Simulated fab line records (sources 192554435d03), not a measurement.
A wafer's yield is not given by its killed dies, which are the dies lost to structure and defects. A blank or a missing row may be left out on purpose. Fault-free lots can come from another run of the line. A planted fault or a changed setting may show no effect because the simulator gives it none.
Which of the tools did it? | flow n5Finfet | 24 lots, 72 wafers sampled, at 2 steps of a route of 1938

== WHAT THE GAUGES SHOWED, per wafer ==
N5_BEOL_M14_RS_MEAS_54: measurement is done with a four-point probe.
lot  | measured     | on           | M14_RS (ohm/sq)
L076 | day 11 20:41 | filmMetro-02 | 0.0322 0.0334 0.0327
L074 | day 11 21:02 | filmMetro-01 | 0.0328 0.0338 0.0328
L077 | day 11 22:20 | filmMetro-02 | 0.0326 0.0329 0.0326
L075 | day 12 00:01 | filmMetro-02 | 0.0322 0.0337 0.0326
L078 | day 12 10:38 | filmMetro-01 | 0.0332 0.0340 0.0335
L079 | day 12 16:25 | filmMetro-02 | 0.0327 0.0331 0.0326
L080 | day 13 04:45 | filmMetro-01 | 0.0333 0.0332 0.0330
L082 | day 13 22:41 | filmMetro-02 | 0.0323 0.0329 0.0322
L081 | day 13 23:35 | filmMetro-01 | 0.0335 0.0330 0.0331
L085 | day 14 03:07 | filmMetro-01 | 0.0332 0.0333 0.0334
L083 | day 14 03:23 | filmMetro-01 | 0.0333 0.0336 0.0334
L084 | day 14 03:32 | filmMetro-01 | 0.0335 0.0336 0.0336
L087 | day 14 20:44 | filmMetro-01 | 0.0328 0.0330 0.0328
L088 | day 15 05:05 | filmMetro-02 | 0.0340 0.0334 0.0336
L086 | day 15 05:40 | filmMetro-02 | 0.0334 0.0324 0.0327
L089 | day 15 23:04 | filmMetro-02 | 0.0331 0.0330 0.0327
L093 | day 16 03:11 | filmMetro-02 | 0.0327 0.0333 0.0324
L091 | day 16 04:04 | filmMetro-02 | 0.0333 0.0334 0.0329
L090 | day 16 04:36 | filmMetro-02 | 0.0334 0.0330 0.0333
L092 | day 16 05:20 | filmMetro-01 | 0.0336 0.0332 0.0338
L095 | day 17 10:42 | filmMetro-02 | 0.0324 0.0329 0.0320
L094 | day 17 15:59 | filmMetro-01 | 0.0325 0.0318 0.0327
L097 | day 17 19:03 | filmMetro-02 | 0.0324 0.0335 0.0334
L096 | day 18 04:51 | filmMetro-02 | 0.0333 0.0327 0.0330

== WHAT TOOL EACH LOT RAN ON (gives the tool, then ch and the chambers of the sampled wafers, and finally the start) ==
lot  | N5_BEOL_M14_DEP_53
L076 | pecvd-04 ch 0,2, day 11 20:37
L074 | pecvd-03 ch 0,1,2, day 11 20:58
L077 | pecvd-01 ch 1,2, day 11 22:16
L075 | pecvd-01 ch 0,1,2, day 11 23:58
L078 | pecvd-04 ch 1,2, day 12 10:34
L079 | pecvd-03 ch 0,2, day 12 16:21
L080 | pecvd-04 ch 0,1, day 13 04:41
L082 | pecvd-03 ch 1,2, day 13 22:37
L081 | pecvd-04 ch 1,2, day 13 23:31
L085 | pecvd-01 ch 0,2, day 14 03:03
L083 | pecvd-03 ch 0,1,2, day 14 03:19
L084 | pecvd-04 ch 1,2, day 14 03:28
L087 | pecvd-01 ch 0,1, day 14 20:40
L088 | pecvd-03 ch 0,2, day 15 05:00
L086 | pecvd-03 ch 0,2, day 15 05:35
L089 | pecvd-04 ch 1,2, day 15 23:00
L093 | pecvd-01 ch 1,2, day 16 03:07
L091 | pecvd-03 ch 0,2, day 16 03:59
L090 | pecvd-01 ch 1,2, day 16 04:32
L092 | pecvd-04 ch 0,1,2, day 16 05:16
L095 | pecvd-01 ch 0,1, day 17 10:38
L094 | pecvd-04 ch 0,1,2, day 17 15:53
L097 | pecvd-01 ch 0,2, day 17 18:58
L096 | pecvd-03 ch 0,2, day 18 04:47
- N5_BEOL_M14_DEP_53: deposits SiCN from 3MS/NH3, target thk 50 nm, time 17.8 s.

== WHAT THE TOOLS THEMSELVES READ (means of the sampled wafers that have a number; where no wafer has one, the mark that the record gives instead) ==
N5_BEOL_M14_DEP_53.
lot  | tool     | showerheadPlenumPTorr (Torr) | throttleValvePct (%)
L076 | pecvd-04 | 4.168                        | 18.4
L074 | pecvd-03 | 4.148                        | 17.6
L077 | pecvd-01 | 4.161                        | 17.9
L075 | pecvd-01 | 4.156                        | 17.9
L078 | pecvd-04 | 4.163                        | 16.8
L079 | pecvd-03 | 4.141                        | 17.5
L080 | pecvd-04 | 4.155                        | 19.0
L082 | pecvd-03 | 4.153                        | 17.4
L081 | pecvd-04 | 4.142                        | 17.6
L085 | pecvd-01 | 4.147                        | 18.4
L083 | pecvd-03 | 4.141                        | 17.7
L084 | pecvd-04 | 4.143                        | 17.6
L087 | pecvd-01 | 4.160                        | 18.0
L088 | pecvd-03 | 4.144                        | 17.4
L086 | pecvd-03 | 4.147                        | 17.5
L089 | pecvd-04 | 4.143                        | 17.7
L093 | pecvd-01 | 4.165                        | 17.9
L091 | pecvd-03 | 4.147                        | 17.4
L090 | pecvd-01 | 4.162                        | 17.8
L092 | pecvd-04 | 4.157                        | 18.0
L095 | pecvd-01 | 4.167                        | 17.9
L094 | pecvd-04 | 4.154                        | 18.1
L097 | pecvd-01 | 4.149                        | 18.6
L096 | pecvd-03 | 4.143                        | 17.5

== THE ANSWER, worked out from the rows above alone ==
Rule: the usual values come from the lots themselves. The widest of any qualifying gaps counts: lots, ordered by their means at a reading, are off when they make up no more than a third of the lots, leave a main group of 4 or more, and stand apart from it by 3 or more times the standard deviation of that group's means. The tables above print the reading to a certain number of digits; a main group whose means all agree to those digits is not used. Also off: a lot with no number at a reading for which 4 or more lots have one. The other lots that the step has rows for count as sound. Order of review: gauges by route order, followed by the tools' own readings, for which a lot's mean as printed above is used. At the first step where some lot is off, the reading lying furthest off is the one used; lots without a number count as furthest.
No lot is off on any of the readings shown, so nothing can be concluded from this.

== WHAT THE SIMULATOR PUT IN ==
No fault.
